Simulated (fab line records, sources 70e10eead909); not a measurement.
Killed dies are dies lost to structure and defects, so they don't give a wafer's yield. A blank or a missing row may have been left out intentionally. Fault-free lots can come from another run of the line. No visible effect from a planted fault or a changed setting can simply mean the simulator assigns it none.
Matching of chambers | flow nandHarc | 4 sister chambers for NHARC_A_BLC_CMP_25 on cmp-01
The step polishes, t overpolish 30 s, target thk 150 nm. 8 wafers are shown with their chamber, then 8 later ones without.

## EACH WAFER AND ITS CHAMBER
wafer  | chamber | motorCurrentA (A) | timeToEndpointS (s)
L077.6 | 0       | 10.9              | 29.9
L084.6 | 2       | 10.3              | 28.7
L086.4 | 1       | 10.3              | 25.9
L086.6 | 2       | 10.7              | 25.0
L089.2 | 1       | 9.9               | 27.2
L089.3 | 3       | 10.4              | 30.3
L089.4 | 0       | 10.7              | 30.4
L090.1 | 3       | 10.4              | 29.6

## WAFERS WHOSE CHAMBER IS MISSING
wafer  | motorCurrentA (A) | timeToEndpointS (s)
L090.2 | 10.9              | 32.5
L090.3 | 10.0              | 29.8
L094.1 | 10.9              | 28.8
L094.2 | 11.0              | 28.3
L094.4 | 10.5              | 27.8
L096.2 | 10.2              | 31.3
L096.4 | 11.1              | 32.5
L096.6 | 10.3              | 33.0

## THE CHAMBER EACH PASSED THROUGH
wafer  | from the rows above               | in truth
L090.2 | can't be placed: 0 or 3           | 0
L090.3 | can't be placed: 3 or 1 or 2 or 0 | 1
L094.1 | can't be placed: 0 or 2 or 3      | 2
L094.2 | can't be placed: 0 or 2 or 3      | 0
L094.4 | can't be placed: 2 or 3 or 1 or 0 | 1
L096.2 | can't be placed: 3 or 0           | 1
L096.4 | can't be placed: 0 or 3           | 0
L096.6 | can't be placed: 3 or 0           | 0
Correct placement for 0 of the 8. Unplaceable from these rows: 8, with the true chamber sitting among the candidates in 7. Placed wrongly: 0.
How it was worked out, from the rows above alone: a wafer's distance from a chamber is the root of the sum, over the readings, of the square of ((its reading less the chamber's mean) divided by the reading's scatter). If the next closest chamber is less than 2 further off than the closest, the wafer can't be placed; otherwise it belongs to the closest. The mean given for a chamber averages the wafers shown for that chamber. The scatter: the root of (the sum of the squares of (reading less its chamber's mean) over the shown wafers, divided by (wafers less chambers)).
